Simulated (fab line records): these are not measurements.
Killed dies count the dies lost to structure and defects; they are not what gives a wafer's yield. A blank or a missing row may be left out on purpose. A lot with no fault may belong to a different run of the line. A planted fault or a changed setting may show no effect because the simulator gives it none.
fab line records + flow nandHarc
[record]
- lots = 11
- wafers = 32
- lastDay = 24
route steps=1159 shown P_STI@88 P_GATE@139
lots that met no fault: from a run of the same line without faults
startH: hours from the record's first day to the start of the lot's first wafer shown + waitH: hours since the lot's step before + " identical to the entry in the row above + L1.1+2: several wafers, shown together as one row + - value missing, or start not given + * or withheld: withheld + < > ~ a bound
route shown NAME@n: names a module that has steps shown in the file, with the first one's number in the route + usual: mean/standard deviation taken from wafers without a fault + same: alike in all rows + chamber/n: place in a boat + sites: the reading at each site + _std_site: the standard deviation of these + _edge_site: outer sites' mean less inner sites' + radiusMm: how far each site lies from the wafer's centre + mask NAME#n: copy n + behind: the most recent tool/chamber to have shaped the wafer + hold: why the lot was held/for how many hours/how that ended + device: names the non-switching transistor (n, p or np) + end of line: the route-end tests of the same wafers + a step without rows: its recipe alone + killed: the dies lost at the first sort to structure and to defects; this is not the yield of the wafer + map: per-die view of a wafer (x killed, . not killed, _ where there is no die)
set.NAME: the setting the step ran with; set.NAME@STEP: the setting that earlier step ran with + model.NAME: the simulator's own value behind a step, which no gauge read
a sample of lots followed through the steps of the route, with each step as a table and each wafer as a row
services: a tool's chamber out of use, with start hour (startH, from the record's first day; less than 0 if before it), hours out, and reason
[[steps]]
[step NHARC_P_STI_ETCH_42]
[recipe]
- targetDepthA = 800
- overetchA = 240
- timeS = 61
- ionEnergyEv = 200
- n2FlowSccm = 150
- h2FlowSccm = 150
- arFlowSccm = 0
- rfW = 400
- biasW = 150
- chemistry = N2/H2
[usual]
- drypumpMotorCurrentA = 5.6/0.43
- oesProductAu = 1.008/0.013
- rfVppV = 431.2/2.5
- showerheadPlenumPTorr = 2.07/0.081
- throttleValvePct = 14.170/0.009
| lot.wafer | tool       | chamber | startH | waitH | drypumpMotorCurrentA | oesProductAu | rfHoursCounterH | rfVppV | showerheadPlenumPTorr | throttleValvePct |
|-----------|------------|---------|--------|-------|----------------------|--------------|-----------------|--------|-----------------------|------------------|
| L133.1    | rieDiel-06 | 0       | 31.74  | 0.1   | 5.0                  | 0.998        | 4.0             | 431.6  | 2.07                  | 14.167           |
| L133.3    | "          | 2       | "      | "     | 5.4                  | 1.002        | 3.9             | 433.8  | 2.20                  | 14.175           |
| L133.6    | "          | 0       | "      | "     | 5.0                  | 0.990        | -               | 431.5  | 2.07                  | 14.173           |
| L134.2    | rieDiel-11 | 3       | 43.09  | 0.1   | 5.8                  | 1.017        | 1.4             | 430.1  | 2.02                  | 14.173           |
| L134.3    | "          | 1       | "      | "     | 5.4                  | 1.000        | 1.4             | 427.1  | 1.94                  | 14.161           |
| L134.5    | "          | 3       | "      | "     | 5.7                  | 1.006        | -               | 431.0  | 2.02                  | 14.174           |
| L136.4    | rieDiel-12 | 2       | 53.04  | 0.1   | 5.6                  | 1.006        | 0.4             | 427.5  | 1.94                  | 14.174           |
| L136.3    | "          | 3       | "      | "     | 5.6                  | 1.014        | 0.4             | 433.1  | 2.13                  | 14.169           |
| L136.6    | "          | 1       | "      | "     | 6.0                  | 1.008        | -               | 435.2  | 2.21                  | 14.163           |
| L138.4    | rieDiel-12 | 0       | 62.44  | 0.1   | 5.0                  | 1.018        | 0.5             | 430.0  | 2.06                  | 14.178           |
| L138.3    | "          | 2       | "      | "     | 5.6                  | 1.005        | 0.5             | 425.8  | 1.94                  | 14.158           |
| L138.2    | "          | 3       | "      | "     | 5.6                  | 1.009        | 0.5             | 434.0  | 2.13                  | 14.177           |
| L139.3    | rieDiel-11 | 0       | 71.17  | 0.1   | 5.5                  | 1.015        | 3.2             | 430.0  | 2.01                  | 14.173           |
| L139.2    | "          | 3       | "      | "     | 5.7                  | 1.014        | 3.1             | 428.6  | 2.02                  | 14.166           |
| L139.5    | "          | 1       | "      | "     | 5.4                  | 1.005        | -               | 428.3  | 1.94                  | 14.178           |
| L142.1    | rieDiel-06 | 1       | 91.87  | 0.1   | 5.3                  | 0.983        | 0.5             | 431.7  | 2.10                  | 14.185           |
| L142.3    | "          | 2       | "      | "     | 5.4                  | 0.997        | 0.5             | 436.0  | 2.20                  | 14.162           |
| L142.6    | "          | 0       | "      | "     | 5.0                  | 1.009        | -               | 432.4  | 2.07                  | 14.167           |
| L143.3    | rieDiel-12 | 0       | 92.02  | 0.1   | 5.0                  | 1.015        | 1.0             | 431.9  | 2.06                  | 14.169           |
| L143.2    | "          | 1       | "      | "     | 6.0                  | 1.001        | 1.0             | 435.2  | 2.20                  | 14.146           |
| L147.2    | rieDiel-06 | 0       | 121.17 | 0.1   | 5.0                  | 1.012        | 1.5             | 431.2  | 2.07                  | 14.177           |
| L147.4    | "          | 3       | "      | "     | 5.9                  | 1.018        | 1.7             | 432.0  | 2.08                  | 14.171           |
| L147.5    | "          | 1       | "      | "     | 5.3                  | 0.995        | -               | 432.8  | 2.10                  | 14.153           |
| L154.3    | rieDiel-12 | 3       | 159.41 | 0.1   | 5.6                  | 1.025        | 2.8             | 433.9  | 2.13                  | 14.172           |
| L154.1    | "          | 1       | "      | "     | 6.1                  | 1.013        | 2.8             | 437.0  | 2.20                  | 14.171           |
| L154.4    | "          | 2       | "      | "     | 5.7                  | 1.018        | 2.8             | 426.2  | 1.94                  | 14.158           |
| L153.4    | rieDiel-11 | 2       | 159.58 | 0.1   | 6.5                  | 0.984        | 8.8             | 430.1  | 2.01                  | 14.170           |
| L153.2    | "          | 0       | "      | "     | 5.4                  | 1.001        | 8.8             | 429.2  | 2.01                  | 14.156           |
| L153.1    | "          | 1       | "      | "     | 5.4                  | 1.018        | 8.8             | 426.2  | 1.94                  | 14.165           |
| L156.4    | rieDiel-06 | 0       | 172.93 | 0.1   | 5.0                  | 0.990        | 3.0             | 429.6  | 2.07                  | 14.178           |
| L156.2    | "          | 3       | "      | "     | 6.0                  | 1.009        | 3.4             | 431.9  | 2.07                  | 14.177           |
| L156.5    | "          | 0       | "      | "     | 5.0                  | 1.000        | -               | 432.7  | 2.07                  | 14.156           |
[step NHARC_P_GATE_PEB_24]
[recipe]
- pebTempC = 100
- pebTimeS = 65
[usual]
- heaterPowerTotalW = 156.6/0.43
- plateTempC = 100.00/0.12
| lot.wafer | tool          | chamber | startH | waitH | heaterPowerTotalW | plateTempC |
|-----------|---------------|---------|--------|-------|-------------------|------------|
| L133.1    | lithoTrack-06 | 0       | 81.48  | 0.1   | 156.1             | 100.11     |
| L133.3    | "             | 0       | "      | "     | 156.0             | 100.06     |
| L133.6    | "             | 0       | "      | "     | 157.1             | 99.92      |
| L134.2    | lithoTrack-06 | 0       | 96.87  | 0.1   | 156.8             | 99.76      |
| L134.3    | "             | 0       | "      | "     | 156.5             | 99.94      |
| L134.5    | "             | 0       | "      | "     | 157.1             | 99.97      |
| L136.3    | lithoTrack-04 | 0       | 99.05  | 0.0   | 156.8             | 100.11     |
| L136.4    | "             | 0       | "      | "     | 156.2             | 100.13     |
| L136.6    | "             | 0       | "      | "     | 156.9             | 100.02     |
| L138.2    | lithoTrack-04 | 0       | 112.09 | 0.1   | 156.3             | 99.92      |
| L138.3    | "             | 0       | "      | "     | 156.8             | 100.20     |
| L138.4    | "             | 0       | "      | "     | 157.2             | 99.99      |
| L139.2    | lithoTrack-04 | 0       | 126.78 | 0.1   | 156.6             | 99.75      |
| L139.3    | "             | 0       | "      | "     | 156.1             | 99.85      |
| L139.5    | "             | 0       | "      | "     | 156.0             | 100.11     |
| L143.2    | lithoTrack-04 | 0       | 149.26 | 0.1   | 154.7             | 99.67      |
| L143.3    | "             | 0       | "      | "     | 154.6             | 99.73      |
| L142.1    | lithoTrack-04 | 0       | 150.02 | 0.1   | 154.6             | 99.30      |
| L142.3    | "             | 0       | "      | "     | 155.6             | 99.50      |
| L142.6    | "             | 0       | "      | "     | 155.8             | 99.51      |
| L147.2    | lithoTrack-06 | 0       | 181.47 | 0.1   | 156.3             | 99.94      |
| L147.4    | "             | 0       | "      | "     | 156.1             | 99.84      |
| L147.5    | "             | 0       | "      | "     | 157.2             | 100.15     |
| L154.1    | lithoTrack-06 | 0       | 207.68 | 0.1   | 156.1             | 100.00     |
| L154.3    | "             | 0       | "      | "     | 157.0             | 99.89      |
| L154.4    | "             | 0       | "      | "     | 157.2             | 99.90      |
| L153.1    | lithoTrack-06 | 0       | 208.29 | 0.1   | 156.8             | 100.15     |
| L153.2    | "             | 0       | "      | "     | 156.6             | 100.07     |
| L153.4    | "             | 0       | "      | "     | 157.2             | 100.05     |
| L156.2    | lithoTrack-04 | 0       | 221.95 | 0.1   | 156.3             | 99.86      |
| L156.4    | "             | 0       | "      | "     | 157.0             | 99.90      |
| L156.5    | "             | 0       | "      | "     | 156.1             | 99.90      |
[step NHARC_P_GATE_CD_MEAS_26]
[recipe]
- targetCdNm = 120
- landingEnergyEv = 500
[usual]
- cdNm = 120.1/0.74
| lot.wafer | tool     | chamber | startH | waitH | hold                    | cdNm  |
|-----------|----------|---------|--------|-------|-------------------------|-------|
| L133.1    | cdSem-02 | 0       | 81.56  | -     | -                       | 118.7 |
| L133.3    | "        | 0       | "      | "     | -                       | 120.1 |
| L133.6    | "        | 0       | "      | "     | -                       | 118.5 |
| L134.2    | cdSem-03 | 0       | 96.95  | -     | -                       | 119.6 |
| L134.3    | "        | 0       | "      | "     | -                       | 120.2 |
| L134.5    | "        | 0       | "      | "     | -                       | 119.4 |
| L136.3    | cdSem-01 | 0       | 99.13  | -     | -                       | 120.8 |
| L136.4    | "        | 0       | "      | "     | -                       | 119.4 |
| L136.6    | "        | 0       | "      | "     | -                       | 120.5 |
| L138.2    | cdSem-02 | 0       | 112.18 | -     | -                       | 121.0 |
| L138.3    | "        | 0       | "      | "     | -                       | 120.2 |
| L138.4    | "        | 0       | "      | "     | -                       | 120.3 |
| L139.2    | cdSem-03 | 0       | 126.87 | -     | -                       | 120.1 |
| L139.3    | "        | 0       | "      | "     | -                       | 121.1 |
| L139.5    | "        | 0       | "      | "     | -                       | 120.5 |
| L143.2    | cdSem-01 | 0       | 149.34 | -     | awaitDispo/0.2h/release | 122.9 |
| L143.3    | "        | 0       | "      | "     | awaitDispo/0.2h/release | 122.8 |
| L143.2    | cdSem-01 | 0       | -      | -     | -                       | 122.7 |
| L143.3    | "        | 0       | "      | "     | -                       | 123.0 |
| L142.1    | cdSem-03 | 0       | 150.10 | -     | awaitDispo/0.2h/release | 122.1 |
| L142.3    | "        | 0       | "      | "     | awaitDispo/0.2h/release | 123.4 |
| L142.6    | "        | 0       | "      | "     | awaitDispo/0.2h/release | 121.7 |
| L142.1    | cdSem-03 | 0       | -      | -     | -                       | 122.3 |
| L142.3    | "        | 0       | "      | "     | -                       | 123.5 |
| L142.6    | "        | 0       | "      | "     | -                       | 121.9 |
| L147.2    | cdSem-02 | 0       | 181.55 | -     | -                       | 120.0 |
| L147.4    | "        | 0       | "      | "     | -                       | 120.1 |
| L147.5    | "        | 0       | "      | "     | -                       | 120.1 |
| L154.1    | cdSem-03 | 0       | 207.76 | -     | -                       | 119.7 |
| L154.3    | "        | 0       | "      | "     | -                       | 119.7 |
| L154.4    | "        | 0       | "      | "     | -                       | 120.0 |
| L153.1    | cdSem-03 | 0       | 208.37 | -     | -                       | 119.6 |
| L153.2    | "        | 0       | "      | "     | -                       | 119.3 |
| L153.4    | "        | 0       | "      | "     | -                       | 120.0 |
| L156.2    | cdSem-03 | 0       | 222.03 | -     | -                       | 120.7 |
| L156.4    | "        | 0       | "      | "     | -                       | 121.4 |
| L156.5    | "        | 0       | "      | "     | -                       | 120.5 |
[step NHARC_P_GATE_DESCUM_31]
[recipe]
- timeS = 3
- o2FlowSccm = 200
- arFlowSccm = 0
- biasPowerW = 0
- chemistry = O2
[usual]
- drypumpMotorCurrentA = 5.8/0.42
- oesProductAu = 0.999/0.012
- rfVppV = 58.1/0.91
- showerheadPlenumPTorr = 1.95/0.089
- throttleValvePct = 11.311/0.0089
| lot.wafer | tool       | chamber | startH | waitH | drypumpMotorCurrentA | oesProductAu | rfHoursCounterH | rfVppV | showerheadPlenumPTorr | throttleValvePct |
|-----------|------------|---------|--------|-------|----------------------|--------------|-----------------|--------|-----------------------|------------------|
| L133.1    | rieDiel-07 | 1       | 81.76  | 0.1   | 6.2                  | 0.984        | 4               | 57.4   | 1.89                  | 11.307           |
| L133.3    | "          | 2       | "      | "     | 5.5                  | 1.013        | 5               | 57.2   | 1.82                  | 11.310           |
| L133.6    | "          | 3       | "      | "     | 6.0                  | 0.993        | -               | 59.0   | 1.94                  | 11.300           |
| L134.3    | rieDiel-09 | 2       | 97.14  | 0.1   | 5.7                  | 1.001        | 3               | 59.7   | 2.08                  | 11.309           |
| L134.2    | "          | 0       | "      | "     | 5.9                  | 0.987        | 4               | 57.4   | 1.98                  | 11.330           |
| L134.5    | "          | 2       | "      | "     | 5.7                  | 0.990        | -               | 57.8   | 2.08                  | 11.312           |
| L136.3    | rieDiel-07 | 2       | 99.33  | 0.1   | 5.5                  | 1.010        | 7               | 56.7   | 1.81                  | 11.299           |
| L136.4    | "          | 3       | "      | "     | 6.0                  | 1.004        | 7               | 57.7   | 1.94                  | 11.323           |
| L136.6    | "          | 3       | "      | "     | 6.0                  | 1.009        | -               | 59.3   | 1.94                  | 11.311           |
| L138.3    | rieDiel-10 | 0       | 112.40 | 0.1   | 6.0                  | 0.981        | 34              | 57.1   | 1.91                  | 11.300           |
| L138.2    | "          | 1       | "      | "     | 5.8                  | 0.989        | 40              | 58.0   | 1.96                  | 11.315           |
| L138.4    | "          | 2       | "      | "     | 6.6                  | 0.986        | 36              | 58.4   | 1.78                  | 11.320           |
| L139.3    | rieDiel-07 | 1       | 127.05 | 0.1   | 6.2                  | 0.989        | 13              | 58.0   | 1.89                  | 11.297           |
| L139.2    | "          | 2       | "      | "     | 5.5                  | 1.005        | 13              | 57.3   | 1.81                  | 11.302           |
| L139.5    | "          | 1       | "      | "     | 6.2                  | 0.988        | -               | 57.3   | 1.89                  | 11.297           |
| L142.3    | rieDiel-09 | 2       | 153.06 | 0.1   | 5.7                  | 1.007        | 20              | 59.3   | 2.07                  | 11.315           |
| L142.1    | "          | 0       | "      | "     | 5.9                  | 1.002        | 19              | 58.6   | 1.98                  | 11.315           |
| L142.6    | "          | 2       | "      | "     | 5.8                  | 0.999        | -               | 57.2   | 2.07                  | 11.326           |
| L143.2    | rieDiel-09 | 3       | 155.84 | 0.1   | 5.1                  | 1.008        | 16              | 57.8   | 2.03                  | 11.312           |
| L143.3    | "          | 0       | "      | "     | 5.9                  | 1.005        | 19              | 60.1   | 1.98                  | 11.327           |
| L147.2    | rieDiel-07 | 3       | 181.74 | 0.1   | 6.0                  | 1.002        | 24              | 58.4   | 1.94                  | 11.308           |
| L147.4    | "          | 0       | "      | "     | 6.3                  | 0.959        | 23              | 58.0   | 2.00                  | 11.316           |
| L147.5    | "          | 3       | "      | "     | 6.0                  | 1.009        | -               | 58.2   | 1.94                  | 11.315           |
| L154.3    | rieDiel-07 | 2       | 207.97 | 0.1   | 5.5                  | 1.004        | 28              | 56.4   | 1.81                  | 11.320           |
| L154.1    | "          | 3       | "      | "     | 6.0                  | 1.008        | 28              | 57.5   | 1.93                  | 11.307           |
| L154.4    | "          | 0       | "      | "     | 6.3                  | 0.981        | 28              | 56.2   | 2.00                  | 11.299           |
| L153.1    | rieDiel-09 | 2       | 208.55 | 0.1   | 5.8                  | 0.992        | 42              | 57.1   | 2.06                  | 11.311           |
| L153.2    | "          | 3       | "      | "     | 5.1                  | 1.022        | 40              | 58.7   | 2.02                  | 11.306           |
| L153.4    | "          | 1       | "      | "     | 5.8                  | 0.992        | 40              | 58.8   | 1.94                  | 11.318           |
| L156.4    | rieDiel-10 | 2       | 222.22 | 0.1   | 6.6                  | 1.004        | 16              | 59.2   | 2.07                  | 11.309           |
| L156.2    | "          | 3       | "      | "     | 5.0                  | 0.986        | 16              | 57.5   | 2.07                  | 11.319           |
| L156.5    | "          | 2       | "      | "     | 6.6                  | 1.003        | -               | 59.6   | 2.07                  | 11.317           |
[step NHARC_P_GATE_HM_OPEN_105]
[recipe]
- targetDepthA = 3600
- o2FlowSccm = 400
- cosFlowSccm = 20
- arFlowSccm = 0
- rfW = 500
- biasW = 300
- chemistry = O2/COS
[usual]
- cosFlowSccm = 19.99/0.067
- drypumpMotorCurrentA = 5.8/0.43
- oesProductAu = 0.997/0.011
- rfVppV = 468/3
- showerheadPlenumPTorr = 3.18/0.14
- throttleValvePct = 28.331/0.0086
| lot.wafer | tool       | chamber | startH | waitH | cosFlowSccm | drypumpMotorCurrentA | oesProductAu | rfHoursCounterH | rfVppV | showerheadPlenumPTorr | throttleValvePct |
|-----------|------------|---------|--------|-------|-------------|----------------------|--------------|-----------------|--------|-----------------------|------------------|
| L133.3    | rieDiel-07 | 1       | -      | -     | 19.98       | 6.2                  | 0.984        | 5               | 467    | 3.08                  | 28.330           |
| L133.1    | "          | 3       | "      | "     | 20.09       | 6.0                  | 0.997        | 5               | 469    | 3.17                  | 28.323           |
| L133.6    | "          | 0       | "      | "     | 20.01       | 6.3                  | 1.006        | -               | 470    | 3.27                  | 28.318           |
| L134.3    | rieDiel-09 | 3       | -      | -     | 19.96       | 5.1                  | 1.022        | 4               | 470    | 3.31                  | 28.336           |
| L134.2    | "          | 0       | "      | "     | 19.92       | 5.9                  | 0.991        | 4               | 469    | 3.23                  | 28.332           |
| L134.5    | "          | 0       | "      | "     | 19.91       | 5.9                  | 0.991        | -               | 471    | 3.23                  | 28.333           |
| L136.3    | rieDiel-07 | 2       | -      | -     | 20.05       | 5.5                  | 1.012        | 7               | 463    | 2.97                  | 28.331           |
| L136.4    | "          | 0       | "      | "     | 19.99       | 6.3                  | 1.010        | 7               | 471    | 3.27                  | 28.331           |
| L136.6    | "          | 3       | "      | "     | 20.09       | 6.0                  | 1.007        | -               | 469    | 3.17                  | 28.331           |
| L138.2    | rieDiel-10 | 3       | -      | -     | 19.96       | 5.0                  | 0.976        | 34              | 462    | 2.91                  | 28.331           |
| L138.3    | "          | 0       | "      | "     | 20.13       | 6.1                  | 0.982        | 34              | 467    | 3.12                  | 28.326           |
| L138.4    | "          | 1       | "      | "     | 20.09       | 5.8                  | 0.985        | 40              | 470    | 3.19                  | 28.340           |
| L139.3    | rieDiel-07 | 3       | -      | -     | 19.96       | 6.0                  | 1.003        | 14              | 466    | 3.16                  | 28.334           |
| L139.2    | "          | 0       | "      | "     | 19.93       | 6.3                  | 0.992        | 13              | 469    | 3.27                  | 28.311           |
| L139.5    | "          | 3       | "      | "     | 19.97       | 6.0                  | 1.009        | -               | 467    | 3.16                  | 28.331           |
| L142.1    | rieDiel-09 | 2       | -      | -     | 19.87       | 5.8                  | 1.000        | 20              | 471    | 3.36                  | 28.322           |
| L142.3    | "          | 3       | "      | "     | 19.99       | 5.1                  | 1.022        | 16              | 471    | 3.30                  | 28.332           |
| L142.6    | "          | 1       | "      | "     | 19.97       | 5.8                  | 0.985        | -               | 469    | 3.17                  | 28.331           |
| L143.3    | rieDiel-09 | 3       | -      | -     | 20.07       | 5.1                  | 1.016        | 16              | 470    | 3.30                  | 28.330           |
| L143.2    | "          | 0       | "      | "     | 19.94       | 6.0                  | 0.994        | 19              | 469    | 3.22                  | 28.327           |
| L147.2    | rieDiel-07 | 1       | -      | -     | 19.97       | 6.2                  | 1.008        | 22              | 466    | 3.08                  | 28.331           |
| L147.4    | "          | 2       | "      | "     | 19.90       | 5.6                  | 1.002        | 23              | 465    | 2.96                  | 28.331           |
| L147.5    | "          | 1       | "      | "     | 19.93       | 6.2                  | 0.994        | -               | 466    | 3.08                  | 28.332           |
| L154.4    | rieDiel-07 | 2       | -      | -     | 20.06       | 5.6                  | 1.001        | 28              | 463    | 2.96                  | 28.341           |
| L154.1    | "          | 3       | "      | "     | 19.98       | 6.0                  | 0.996        | 29              | 467    | 3.16                  | 28.319           |
| L154.3    | "          | 0       | "      | "     | 19.92       | 6.3                  | 0.971        | 28              | 470    | 3.26                  | 28.325           |
| L153.4    | rieDiel-09 | 0       | -      | -     | 19.96       | 6.0                  | 1.001        | 42              | 468    | 3.21                  | 28.337           |
| L153.1    | "          | 1       | "      | "     | 19.91       | 5.8                  | 0.988        | 40              | 468    | 3.16                  | 28.324           |
| L153.2    | "          | 3       | "      | "     | 19.97       | 5.1                  | 1.014        | 40              | 470    | 3.29                  | 28.317           |
| L156.2    | rieDiel-10 | 1       | -      | -     | 19.89       | 5.8                  | 1.003        | 15              | 468    | 3.17                  | 28.326           |
| L156.4    | "          | 2       | "      | "     | 20.02       | 6.6                  | 0.995        | 16              | 473    | 3.36                  | 28.332           |
| L156.5    | "          | 2       | "      | "     | 20.01       | 6.6                  | 1.004        | -               | 472    | 3.36                  | 28.324           |
[[services]]
| tool          | chamber | startH | hours | kind   |
|---------------|---------|--------|-------|--------|
| rieDiel-10    | 2       | 8.45   | 10.9  | repair |
| rieDiel-07    | 1       | 11.98  | 15.4  | repair |
| rieDiel-09    | 0       | 15.03  | 9.7   | repair |
| rieDiel-07    | 0       | 20.41  | 3.5   | repair |
| rieDiel-12    | 0       | 20.85  | 9.5   | repair |
| rieDiel-12    | -       | 25.40  | 9.0   | pm     |
| rieDiel-07    | 2       | 33.05  | 5.4   | repair |
| rieDiel-10    | 3       | 40.27  | 5.0   | repair |
| rieDiel-06    | 2       | 48.48  | 5.0   | repair |
| rieDiel-07    | -       | 51.20  | 9.0   | pm     |
| rieDiel-10    | 0       | 64.00  | 4.0   | repair |
| rieDiel-06    | -       | 64.20  | 9.0   | pm     |
| rieDiel-06    | 1       | 76.39  | 4.0   | repair |
| rieDiel-09    | -       | 77.35  | 9.0   | pm     |
| rieDiel-10    | 0       | 93.35  | 2.2   | repair |
| rieDiel-10    | 1       | 114.19 | 4.5   | repair |
| lithoTrack-06 | -       | 117.00 | 7.0   | pm     |
| rieDiel-10    | 0       | 129.54 | 4.9   | repair |
| rieDiel-09    | 1       | 129.76 | 1.8   | repair |
| rieDiel-09    | 3       | 138.71 | 9.6   | repair |
| lithoTrack-04 | -       | 141.00 | 7.0   | pm     |
| rieDiel-10    | -       | 176.66 | 9.0   | pm     |
| rieDiel-06    | 0       | 200.43 | 12.3  | repair |
| rieDiel-12    | 1       | 201.70 | 4.7   | repair |
[[key]]
[firstSign]
- step = NHARC_P_GATE_PEB_24
- reading = plateTempC
- direction = down
- sigmas = 3.9
- usual = *
- struck = *
[effect]
- step = NHARC_P_GATE_PEB_24
- reading = heaterPowerTotalW
- direction = down
- sigmas = 3.6
- usual = *
- struck = *
[effect]
- step = NHARC_P_GATE_CD_MEAS_26
- reading = visit
- direction = added
metAt NHARC_P_GATE_PEB_24
struckLots L142,L143
testerLeftOut L142,L143
notActingAt NHARC_P_STI_ETCH_42,NHARC_P_GATE_DESCUM_31,NHARC_P_GATE_HM_OPEN_105
onsetBetween 126.78 149.26
[fault]
- kind = processParameterDrift
- tool = lithoTrack-04
- chamber = -
- onsetH = 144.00
- steps = NHARC_P_GATE_PEB_24
- channel = pebTempC
- offset = *
- shape = step
- endH = 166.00
- actsIn = *
- stated = *
// testerLeftOut: of these lots the tester's yield and bins aren't shown, on N5 and GAA mostly nor the transistor test; their killed dies are dies lost to structure and defects alone, not to doping, threshold or leakage, so they don't give the yield
